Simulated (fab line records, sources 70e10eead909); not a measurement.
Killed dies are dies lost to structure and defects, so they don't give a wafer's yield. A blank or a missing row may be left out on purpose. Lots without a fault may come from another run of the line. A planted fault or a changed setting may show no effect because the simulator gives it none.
fab line records | flow nand_harc
record lots=7 wafers=19 last_day=31
route steps=1302 shown P_CONTACT@219 END@1302
lots that met no fault: from a run of the same line without faults
start_h: hours from the record's first day to the start of the lot's first wafer shown | wait_h: hours since the lot's step before | " the same as in the row above | L1.1+2: a row that stands for several wafers | - no value, or no start given | * or withheld: withheld | < > ~ a bound
route shown NAME@n: a module of which the file shows steps, and the number in the route of the first | usual: mean/standard deviation of fault-free wafers | same: alike in all rows | chamber/n: place in a boat | sites: the reading at each site | _std_site: their standard deviation | _edge_site: outer sites' mean less inner sites' | radius_mm: how far each site lies from the wafer's centre | mask NAME#n: copy n | behind: the tool/chamber that last shaped the wafer | hold: why the lot was held/for how many hours/how that ended | device: the transistor (n, p or np) that didn't switch | end of line: the same wafers' tests at the end of the route | a step without rows: its recipe alone | killed: dies lost to structure and defects at the first sort, not the wafer's yield | map: a wafer's dies, x killed, . not, _ none there
set.NAME: the setting as run; set.NAME@STEP: as run at that earlier step | model.NAME: the simulator's own value behind a step, which no gauge read
lots at some steps of the route; a table a step, a row a wafer
services: from which hour (start_h, from the record's first day; less than 0 if before it) a tool's chamber was out of use, for how many hours, and why
## steps
# step NHARC_P_CONTACT_CMP_01
# recipe target_thk_nm=200 material=SiO2
# usual motor_current_A=11.9/1.1
# columns lot.wafer tool chamber start_h wait_h motor_current_A
L377.3 cmp-03 0 127.44 - 12.0
L377.4 " 1 " " 12.2
L377.6 " 2 " " 11.1
L385.3 cmp-03 0 209.34 - 13.7
L385.5 " 1 " " 12.6
L385.6 " 2 " " 11.3
L387.2 cmp-04 3 235.09 - 10.7
L387.1 " 0 " " 13.1
L387.6 " 0 " " 13.5
L392.1 cmp-03 1 275.00 - 12.1
L392.2 " 0 " " 12.6
L391.3 cmp-04 2 275.78 - 11.7
L391.1 " 3 " " 10.6
L391.6 " 2 " " 12.6
L393.4 cmp-04 1 283.06 - 12.6
L393.3 " 0 " " 13.0
L393.6 " 1 " " 12.5
L394.4 cmp-04 0 296.18 - 13.1
L394.2 " 2 " " 12.9
# step NHARC_P_CONTACT_SRD_03
# step NHARC_P_CONTACT_DEHYDRATE_04
# recipe temp_c=150 time_s=120
# step NHARC_P_CONTACT_HMDS_05
# recipe time_s=30
# step NHARC_P_CONTACT_COAT_33
# recipe temp_c=260 time_s=75
# step NHARC_P_CONTACT_COAT_34
# recipe temp_c=225 time_s=65
# step NHARC_P_CONTACT_COAT_06
# recipe spin_rpm=1500 resist_thk_nm=90
# step NHARC_P_CONTACT_SOFTBAKE_07
# recipe temp_c=105 time_s=55
# step NHARC_P_CONTACT_EBR_08
# step NHARC_P_CONTACT_EXPOSE_09
# recipe na=1.35 target_cd_nm=90 dose_mj=81.26 mask_id=P_CA
# step NHARC_P_CONTACT_PEB_10
# recipe peb_temp_c=100 peb_time_s=65
# step NHARC_P_CONTACT_DEVELOP_11
# recipe develop_time_s=35 dev_temp_c=23
# usual resist_line_temp_C=22.98/0.11
# columns lot.wafer tool chamber start_h wait_h resist_line_temp_C
L377.3 litho_track-01 0 128 - 22.83
L377.4 " 0 " " 22.83
L377.6 " 0 " " 22.95
L385.3 litho_track-06 0 210 - 23.16
L385.5 " 0 " " 23.30
L385.6 " 0 " " 23.06
L387.1 litho_track-04 0 235 - 23.00
L387.2 " 0 " " 22.93
L387.6 " 0 " " 22.78
L392.1 litho_track-06 0 275 - 23.11
L392.2 " 0 " " 23.05
L391.1 litho_track-01 0 276 - 22.99
L391.3 " 0 " " 22.90
L391.6 " 0 " " 22.91
L393.3 litho_track-06 0 283 - 22.79
L393.4 " 0 " " 22.91
L393.6 " 0 " " 23.00
L394.2 litho_track-06 0 296 - 23.13
L394.4 " 0 " " 23.05
# step NHARC_P_CONTACT_CD_MEAS_12
# recipe target_cd_nm=90 landing_energy_ev=500
# usual cd_nm=90.3/0.64
# columns lot.wafer tool chamber start_h wait_h cd_nm
L377.3 cd_sem-02 0 128.10 - 90.0
L377.4 " 0 " " 90.2
L377.6 " 0 " " 89.4
L385.3 cd_sem-02 0 210.11 - 91.1
L385.5 " 0 " " 89.6
L385.6 " 0 " " 90.1
L387.1 cd_sem-01 0 235.79 - 89.9
L387.2 " 0 " " 90.9
L387.6 " 0 " " 89.9
L392.1 cd_sem-02 0 275.83 - 89.7
L392.2 " 0 " " 92.9
L391.1 cd_sem-03 0 276.61 - 90.6
L391.3 " 0 " " 90.6
L391.6 " 0 " " 88.8
L393.3 cd_sem-03 0 283.89 - 93.8
L393.4 " 0 " " 90.2
L393.6 " 0 " " 90.7
L394.2 cd_sem-02 0 297.01 - 93.3
L394.4 " 0 " " 90.6
# step NHARC_P_CONTACT_OVL_MEAS_13
# usual overlay_x_nm=0.0/0.81 overlay_y_nm=0.1/0.92
# columns lot.wafer tool chamber start_h wait_h overlay_x_nm overlay_y_nm
L377.3 overlay-01 - 128.18 - 0.0 -1.0
L377.4 " - " " -1.1 -1.2
L377.6 " - " " 0.1 -1.3
L385.3 overlay-01 - 210.19 - -0.5 1.6
L385.5 " - " " -0.4 1.3
L385.6 " - " " -0.1 0.8
L387.1 overlay-02 - 235.88 - 0.6 -1.0
L387.2 " - " " 0.5 -0.7
L387.6 " - " " 1.2 -0.8
L392.1 overlay-02 - 275.92 - 0.2 0.1
L392.2 " - " " 1.1 0.1
L391.1 overlay-02 - 276.70 - 1.0 0.9
L391.3 " - " " 1.8 1.0
L391.6 " - " " 1.5 0.6
L393.3 overlay-02 - 283.99 - -0.3 0.8
L393.4 " - " " -0.4 0.7
L393.6 " - " " -0.2 1.0
L394.2 overlay-01 - 297.10 - 0.0 -1.5
L394.4 " - " " 0.6 -1.1
# step NHARC_P_CONTACT_INSPECT_14
# usual raw_defect_count=4.4/2.4
# columns lot.wafer tool chamber start_h wait_h raw_defect_count
L377.3 defect_inspect-01 - 128.22 0.0 4
L377.4 " - " " 6
L377.6 " - " " 4
L385.3 defect_inspect-02 - 210.23 0.0 2
L385.5 " - " " 1
L385.6 " - " " 1
L387.1 defect_inspect-02 - 235.91 0.0 9
L387.2 " - " " 8
L387.6 " - " " 4
L392.1 defect_inspect-01 - 275.95 0.0 6
L392.2 " - " " 9
L391.1 defect_inspect-01 - 276.74 0.0 7
L391.3 " - " " 1
L391.6 " - " " 6
L393.3 defect_inspect-01 - 284.03 0.0 1
L393.4 " - " " 5
L393.6 " - " " 2
L394.2 defect_inspect-01 - 297.14 0.0 3
L394.4 " - " " 4
# step NHARC_P_CONTACT_DESCUM_17
# recipe time_s=3 o2_flow_sccm=200 ar_flow_sccm=0 bias_power_w=0 chemistry=O2
# usual drypump_motor_current_A=5.6/0.36 o2_flow_sccm=200.0/0.57 oes_product_au=1.001/0.011 rf_vpp_V=57.8/0.94 showerhead_plenum_p_Torr=1.93/0.076 throttle_valve_pct=11.312/0.0087
# same bias_power_w=0 time_s=3
# columns lot.wafer tool chamber start_h wait_h drypump_motor_current_A o2_flow_sccm oes_product_au rf_hours_counter_h rf_vpp_V showerhead_plenum_p_Torr throttle_valve_pct model.P_CONTACT.cd_nm
L377.4 rie_diel-13 2 128.28 0.1 5.9 200.5 0.990 3.3 59.1 1.80 11.308 90.5
L377.3 " 0 " " 4.9 200.1 0.994 3.3 56.8 1.92 11.322 88.91
L377.6 " 2 " " 5.9 199.5 0.999 - 57.9 1.80 11.313 90.06
L385.3 rie_diel-06 3 210.30 0.1 5.8 200.0 0.979 5.0 57.4 1.99 11.312 90.88
L385.6 " 2 " " 5.5 199.8 1.007 - 59.4 1.97 11.316 89.59
L385.5 " 1 " " 5.7 200.1 1.008 - 59.1 1.93 11.321 90.16
L387.2 rie_diel-06 0 235.98 0.1 5.2 199.9 1.018 4.7 57.9 2.02 11.320 91.23
L387.1 " 2 " " 5.6 200.5 1.005 6.1 59.0 1.97 11.308 89.9
L387.6 " 0 " " 5.2 200.8 1.019 - 58.1 2.02 11.317 90.22
L392.1 rie_diel-06 0 276.02 0.1 5.2 199.9 1.010 7.6 57.3 2.02 11.300 90.93
L392.2 " 2 " " 5.6 199.3 1.001 9.0 56.1 1.97 11.316 92.82
L391.3 rie_diel-13 0 276.81 0.1 4.9 201.1 1.013 1.9 58.6 1.92 11.299 90.41
L391.1 " 2 " " 5.9 199.9 1.000 1.9 56.3 1.80 11.295 89.59
L391.6 " 0 " " 4.9 200.5 1.010 - 58.7 1.92 11.311 88.45
L393.4 rie_diel-13 2 284.10 0.1 5.9 200.0 0.992 2.5 56.7 1.80 11.313 89.61
L393.3 " 3 " " 6.1 199.8 1.000 2.6 58.4 1.95 11.332 93.83
L393.6 " 1 " " 4.9 199.9 0.997 - 59.0 2.03 11.320 90.63
L394.2 rie_diel-13 2 297.21 0.1 5.9 200.3 0.982 2.9 56.8 1.80 11.313 92.55
L394.4 " 3 " " 6.1 199.5 0.978 3.0 58.0 1.95 11.311 90.39
# step NHARC_P_CONTACT_ETCH_35
# recipe target_depth_a=390 over_etch_frac=0.3 time_s=65 ion_energy_ev=80 cf4_flow_sccm=150 ar_flow_sccm=0 rf_w=300 bias_w=100 chemistry=CF4
# usual cf4_flow_sccm=150.1/0.44 drypump_motor_current_A=5.6/0.35 oes_product_au=1.002/0.011 rf_vpp_V=151.3/1.2 showerhead_plenum_p_Torr=1.78/0.065 throttle_valve_pct=13.283/0.01
# same time_s=65
# columns lot.wafer tool chamber start_h wait_h cf4_flow_sccm drypump_motor_current_A oes_product_au rf_hours_counter_h rf_vpp_V showerhead_plenum_p_Torr throttle_valve_pct model.P_CONTACT.cd_nm
L377.4 rie_diel-13 1 128.36 0.1 150.0 4.9 1.011 3.3 151.9 1.87 13.281 90.81
L377.3 " 0 " " 150.8 4.9 1.006 3.3 151.2 1.78 13.283 88.74
L377.6 " 2 " " 150.2 5.9 0.988 - 149.8 1.67 13.292 89.65
L385.3 rie_diel-06 3 210.40 0.1 149.6 5.8 0.992 5.0 150.6 1.83 13.299 90.84
L385.5 " 2 " " 149.8 5.5 1.000 - 151.9 1.82 13.277 89.55
L385.6 " 1 " " 150.6 5.7 1.012 - 153.1 1.78 13.286 89.17
L387.1 rie_diel-06 3 236.06 0.1 150.2 5.8 1.003 6.1 151.7 1.83 13.267 89.88
L387.2 " 1 " " 149.5 5.7 1.025 5.1 151.1 1.78 13.288 90.86
L387.6 " 0 " " 150.6 5.2 1.024 - 152.0 1.86 13.272 90.71
L392.2 rie_diel-06 2 276.10 0.1 149.6 5.5 1.019 9.0 152.2 1.82 13.270 92.29
L392.1 " 3 " " 150.2 5.8 0.992 9.4 151.5 1.83 13.302 90.77
L391.3 rie_diel-13 3 276.88 0.1 150.3 6.0 1.004 2.1 150.2 1.80 13.282 90.05
L391.1 " 0 " " 149.7 4.9 1.002 1.9 151.4 1.78 13.264 89.6
L391.6 " 3 " " 150.4 6.0 0.999 - 151.7 1.80 13.296 88.05
L393.4 rie_diel-13 0 284.17 0.1 150.6 4.9 1.011 2.4 149.6 1.77 13.273 89.54
L393.3 " 1 " " 151.0 4.9 0.989 2.3 151.4 1.87 13.272 94.37
L393.6 " 0 " " 149.6 4.9 1.009 - 151.6 1.77 13.274 90.37
L394.4 rie_diel-13 3 297.28 0.1 149.5 6.0 1.010 3.0 151.4 1.80 13.276 89.87
L394.2 " 0 " " 150.1 4.9 1.001 3.0 150.7 1.77 13.284 92.23
# step NHARC_P_CONTACT_ETCH_36
# recipe target_depth_a=2600 over_etch_frac=0.25 time_s=406.25 ion_energy_ev=200 n2_flow_sccm=150 h2_flow_sccm=150 ar_flow_sccm=0 rf_w=400 bias_w=150 chemistry=N2/H2
# usual drypump_motor_current_A=5.6/0.35 oes_product_au=1.001/0.011 rf_vpp_V=431.1/2.5 showerhead_plenum_p_Torr=2.06/0.083 throttle_valve_pct=14.171/0.0087
# same time_s=406.25
# columns lot.wafer tool chamber start_h wait_h drypump_motor_current_A oes_product_au rf_hours_counter_h rf_vpp_V showerhead_plenum_p_Torr throttle_valve_pct
L377.4 rie_diel-13 2 - - 5.9 0.999 3.4 428.2 1.91 14.164
L377.3 " 0 " " 4.9 0.986 3.3 431.6 2.05 14.167
L377.6 " 3 " " 6.1 1.003 - 432.8 2.09 14.175
L385.3 rie_diel-06 2 - - 5.6 0.992 4.8 431.7 2.11 14.175
L385.6 " 3 " " 5.8 0.979 - 432.9 2.12 14.172
L385.5 " 2 " " 5.5 1.000 - 430.9 2.11 14.182
L387.1 rie_diel-06 3 - - 5.8 0.984 6.2 431.6 2.12 14.165
L387.2 " 1 " " 5.7 1.006 5.2 430.4 2.06 14.187
L387.6 " 0 " " 5.2 1.000 - 432.5 2.15 14.170
L392.2 rie_diel-06 3 - - 5.8 0.996 9.5 432.5 2.12 14.182
L392.1 " 1 " " 5.7 1.025 7.9 431.9 2.06 14.167
L391.3 rie_diel-13 1 - - 4.9 1.010 1.9 433.8 2.17 14.163
L391.1 " 0 " " 4.9 0.999 2.0 430.3 2.05 14.168
L391.6 " 2 " " 5.9 1.004 - 427.7 1.91 14.174
L393.4 rie_diel-13 2 - - 5.9 0.996 2.6 427.9 1.91 14.181
L393.3 " 3 " " 6.0 0.984 2.7 432.5 2.08 14.176
L393.6 " 1 " " 4.9 0.995 - 433.3 2.17 14.164
L394.4 rie_diel-13 3 - - 6.1 0.990 3.1 432.7 2.08 14.182
L394.2 " 1 " " 4.9 1.001 3.0 433.3 2.17 14.179
# step NHARC_END_SORT_01
# recipe temp_c=25
# usual killed_at_array=56/17 killed_at_other=0.9/1.2 killed_at_periphery=3.9/2.5 killed_dies=61/17 killed_open=3.2/1.8 killed_short=2.7/1.7
# same gross_dies=677
# columns lot.wafer tool chamber start_h wait_h killed_at_array killed_at_other killed_at_periphery killed_dies killed_open killed_short
L377.3 prober-01 0 574.10 3.1 26 3 9 38 6 1
L377.4 prober-01 0 574.89 3.4 48 1 4 53 4 3
L377.6 prober-01 0 576.48 4.0 27 0 4 31 3 4
L385.3 prober-02 0 669.98 3.1 52 0 0 52 5 2
L385.5 prober-02 0 671.61 3.8 49 1 2 52 6 4
L385.6 prober-02 0 672.43 4.1 49 1 1 51 2 0
L387.1 prober-01 0 680.36 2.5 53 0 6 59 7 5
L387.2 prober-01 0 681.16 2.8 61 0 6 67 2 5
L387.6 prober-01 0 684.37 4.0 53 1 6 60 4 2
L394.2 prober-02 0 732.20 2.8 93 2 2 97 7 2
L394.4 prober-02 0 733.80 3.4 75 2 4 81 2 7
L393.3 prober-02 0 744.97 3.1 44 0 3 47 5 0
L393.4 prober-02 0 745.76 3.4 39 0 8 47 0 0
L393.6 prober-02 0 747.35 4.0 55 0 2 57 4 4
# killed by level:class
L377.3 A_SLIT:chamber_film_flake=14 P_CONTACT:geometric_particle:open=3 A_CHANNEL_HOLE_D2:chamber_film_flake=3 P_ZERO_WELL:chamber_film_flake=2 P_BONDPAD:chamber_film_flake=2 A_WL_FILL:chamber_film_flake=2 A_M1:chamber_film_flake=2 THIN_TSV:chamber_film_flake=2
L377.4 A_SLIT:chamber_film_flake=27 A_CHANNEL_HOLE_D2:chamber_film_flake=5 A_STAIRCASE:chamber_film_flake=4 A_CONTACT:chamber_film_flake=3 A_BLC:geometric_particle:open=2 P_BONDPAD:chamber_film_flake=2 A_CHANNEL_FILL_D1:chamber_film_flake=2 P_M1:geometric_particle:open=1
L377.6 A_SLIT:chamber_film_flake=12 A_CHANNEL_HOLE_D2:chamber_film_flake=3 A_CHANNEL_HOLE_D1:geometric_particle:short=2 P_BONDPAD:chamber_film_flake=2 P_BONDPAD:geometric_particle:short=1 A_ONON_D2:geometric_particle:short=1 A_ONON_D2:geometric_particle:open=1 A_CHANNEL_FILL_D2:geometric_particle:open=1
L385.3 A_CHANNEL_HOLE_D1:chamber_film_flake=37 A_BLC:geometric_particle:open=2 A_CHANNEL_FILL_D2:chamber_film_flake=2 A_CHANNEL_FILL_D1:geometric_particle:open=1 A_CHANNEL_FILL_D1:geometric_particle:short=1 A_CONTACT:geometric_particle:short=1 A_CONTACT:geometric_particle:open=1 A_M1:geometric_particle:open=1
L385.5 A_CHANNEL_HOLE_D1:chamber_film_flake=31 A_BONDPAD:chamber_film_flake=4 P_CONTACT:geometric_particle:short=2 A_CHANNEL_HOLE_D2:unspecified=2 A_SOURCE_PLATE:geometric_particle:open=1 A_ONON_D1:geometric_particle:open=1 A_CHANNEL_FILL_D1:geometric_particle:open=1 A_CHANNEL_FILL_D1:geometric_particle:short=1
L385.6 A_CHANNEL_HOLE_D1:chamber_film_flake=33 A_SLIT:chamber_film_flake=4 A_CONTACT:chamber_film_flake=4 A_DECK1_JOINT:chamber_film_flake=2 A_CHANNEL_FILL_D2:chamber_film_flake=2 A_CHANNEL_HOLE_D2:geometric_particle:open=1 A_M0:geometric_particle:open=1 P_GATE:chamber_film_flake=1
L387.1 A_SLIT:chamber_film_flake=19 A_CHANNEL_HOLE_D2:chamber_film_flake=19 A_CHANNEL_HOLE_D1:chamber_film_flake=3 A_CONTACT:chamber_film_flake=3 A_ONON_D1:geometric_particle:open=2 P_GATE:chamber_film_flake=2 P_GATE:geometric_particle:short=1 P_CONTACT:geometric_particle:open=1
L387.2 A_SLIT:chamber_film_flake=36 A_CHANNEL_HOLE_D2:chamber_film_flake=11 A_CONTACT:chamber_film_flake=6 A_WL_FILL:geometric_particle:short=2 P_STI:chamber_film_flake=2 A_CHANNEL_HOLE_D1:chamber_film_flake=2 P_GATE:geometric_particle:short=1 P_GATE:geometric_particle:open=1
L387.6 A_SLIT:chamber_film_flake=38 A_CHANNEL_HOLE_D2:chamber_film_flake=7 A_CHANNEL_HOLE_D1:chamber_film_flake=4 P_STI:chamber_film_flake=3 P_GATE:geometric_particle:open=1 P_CONTACT:geometric_particle:open=1 A_CHANNEL_FILL_D1:geometric_particle:open=1 A_DECK1_JOINT:geometric_particle:open=1
L394.2 A_CHANNEL_HOLE_D1:chamber_film_flake=38 A_SLIT:chamber_film_flake=34 A_CONTACT:chamber_film_flake=7 A_STAIRCASE:chamber_film_flake=3 A_CHANNEL_FILL_D1:geometric_particle:open=2 A_BLC:geometric_particle:open=2 A_WL_FILL:chamber_film_flake=2 A_CHANNEL_HOLE_D2:geometric_particle:open=1
L394.4 A_CHANNEL_HOLE_D1:chamber_film_flake=41 A_SLIT:chamber_film_flake=21 A_CONTACT:chamber_film_flake=3 A_ZERO_WELL:chamber_film_flake=2 P_M0:geometric_particle:open=1 P_BONDPAD:geometric_particle:short=1 A_ONON_D1:geometric_particle:short=1 A_ONON_D2:geometric_particle:short=1
L393.3 A_CHANNEL_HOLE_D1:chamber_film_flake=28 A_CONTACT:chamber_film_flake=6 A_SLIT:chamber_film_flake=5 P_CONTACT:geometric_particle:open=2 A_STAIRCASE:chamber_film_flake=2 P_GATE:geometric_particle:open=1 A_CHANNEL_HOLE_D1:geometric_particle:open=1 A_M0:geometric_particle:open=1
L393.4 A_CHANNEL_HOLE_D1:chamber_film_flake=28 A_CONTACT:chamber_film_flake=5 P_BONDPAD:chamber_film_flake=4 A_SLIT:chamber_film_flake=4 P_CONTACT:chamber_film_flake=3 P_GATE:chamber_film_flake=1 A_ZERO_WELL:chamber_film_flake=1 A_STAIRCASE:chamber_film_flake=1
L393.6 A_CHANNEL_HOLE_D1:chamber_film_flake=32 A_CONTACT:chamber_film_flake=10 A_STAIRCASE:chamber_film_flake=3 A_CHANNEL_FILL_D1:chamber_film_flake=2 P_M0:geometric_particle:open=1 P_M1:geometric_particle:open=1 A_SOURCE_PLATE:geometric_particle:short=1 A_CHANNEL_FILL_D1:geometric_particle:short=1
## services
# columns tool chamber start_h hours kind
cmp-04 - 111.02 4.0 pm
rie_diel-13 0 119.54 - clean
rie_diel-13 1 119.54 - clean
rie_diel-13 2 119.54 - clean
rie_diel-13 3 119.54 - clean
rie_diel-06 - 130.20 9.0 pm
rie_diel-13 0 144.04 - clean
rie_diel-13 1 144.04 - clean
rie_diel-13 2 144.04 - clean
rie_diel-13 3 144.04 - clean
litho_track-01 - 155.00 7.0 pm
rie_diel-13 - 165.00 9.0 pm
rie_diel-13 0 165.00 9.0 vent_cycle
rie_diel-13 1 165.00 9.0 vent_cycle
rie_diel-13 2 165.00 9.0 vent_cycle
litho_track-06 - 179.00 7.0 pm
cmp-03 - 183.57 4.0 pm
cmp-04 - 190.41 0.9 repair
litho_track-04 - 203.00 7.0 pm
rie_diel-06 0 207.25 4.2 repair
cmp-04 - 209.02 4.0 pm
cmp-03 - 254.41 8.3 repair
rie_diel-06 0 259.36 6.0 repair
cmp-03 - 281.57 4.0 pm
## key
first_sign step=NHARC_P_CONTACT_CD_MEAS_12 reading=cd_nm direction=up sigmas=4.7 usual=90.3 struck=93.3
effect none on later readings
model_effect step=NHARC_P_CONTACT_DESCUM_17 value=P_CONTACT.cd_nm without=90.78 struck=93.07
model_effect step=NHARC_P_CONTACT_ETCH_35 value=P_CONTACT.cd_nm without=90.67 struck=92.96
met_at NHARC_P_CONTACT_DEVELOP_11
struck_wafers L392.2,L393.3,L394.2
tester_left_out L392,L393,L394
onset_between 210 275
fault kind=process_parameter_drift tool=litho_track-06 chamber=- onset_h=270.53 steps=NHARC_P_CONTACT_DEVELOP_11 channel=develop_time_s offset=* shape=step end_h=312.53 scope=struck_wafers_only acts_in=* stated=*
# tester_left_out: of these lots the tester's yield and bins aren't shown, on N5 and GAA mostly nor the transistor test; their killed dies are dies lost to structure and defects alone, not to doping, threshold or leakage, so they don't give the yield
